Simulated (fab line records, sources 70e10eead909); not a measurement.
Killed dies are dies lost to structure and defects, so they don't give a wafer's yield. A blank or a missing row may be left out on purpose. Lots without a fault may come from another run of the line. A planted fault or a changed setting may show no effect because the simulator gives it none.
Chamber matching | flow nand_harc | NHARC_A_CONTACT_DEP_29 on pecvd-02: 3 sister chambers
The step deposits SiON, target thk 70 nm. 14 wafers are shown with their chamber, then 6 later ones without.

WAFERS WITH THEIR CHAMBER
wafer  | chamber | heater_power_w (W) | chamber_pressure_Torr (Torr)
L118.1 | 1       | 793                | 3.493
L118.3 | 2       | 748                | 3.500
L118.5 | 1       | 794                | 3.506
L123.3 | 2       | 669                | 3.508
L123.4 | 2       | 691                | 3.504
L123.6 | 0       | 687                | 3.496
L124.1 | 2       | 658                | 3.498
L124.4 | 1       | 715                | 3.509
L124.5 | 0       | 660                | 3.488
L125.1 | 2       | 652                | 3.500
L125.2 | 0       | 697                | 3.502
L125.4 | 0       | 680                | 3.492
L130.2 | 1       | 818                | 3.494
L130.3 | 0       | 679                | 3.495

SIGNATURES (means of the wafers above)
reading               | chamber 0 | chamber 1 | chamber 2 | scatter within a chamber
heater_power_w        | 680.60    | 780.00    | 683.60    | 34.2
chamber_pressure_Torr | 3.49460   | 3.50050   | 3.50200   | 0.00582
Rule: a wafer's distance from a chamber is the root of the sum, over the readings, of the square of ((its reading less the chamber's mean) divided by the reading's scatter). The wafer belongs to the nearest chamber; if the next one is less than 2 further off, it can't be placed. The scatter: the root of (the sum of the squares of (reading less its chamber's mean) over the shown wafers, divided by (wafers less chambers)).

WAFERS WITHOUT THEIR CHAMBER
wafer  | heater_power_w (W) | chamber_pressure_Torr (Torr)
L137.1 | 689                | 3.506
L137.2 | 688                | 3.501
L137.3 | 767                | 3.498
L141.1 | 717                | 3.502
L141.4 | 578                | 3.500
L141.5 | 582                | 3.496

WHICH CHAMBER EACH WENT THROUGH
wafer  | from the rows above          | in truth
L137.1 | can't be placed: 2 or 0      | 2
L137.2 | can't be placed: 2 or 0      | 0
L137.3 | can't be placed: 1 or 2      | 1
L141.1 | can't be placed: 2 or 0 or 1 | 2
L141.4 | can't be placed: 2 or 0      | 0
L141.5 | can't be placed: 0 or 2      | 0
Placed correctly: 0 of 6. Can't be placed from these rows: 6 (the true chamber is among the candidates in 6). Placed wrongly: 0.
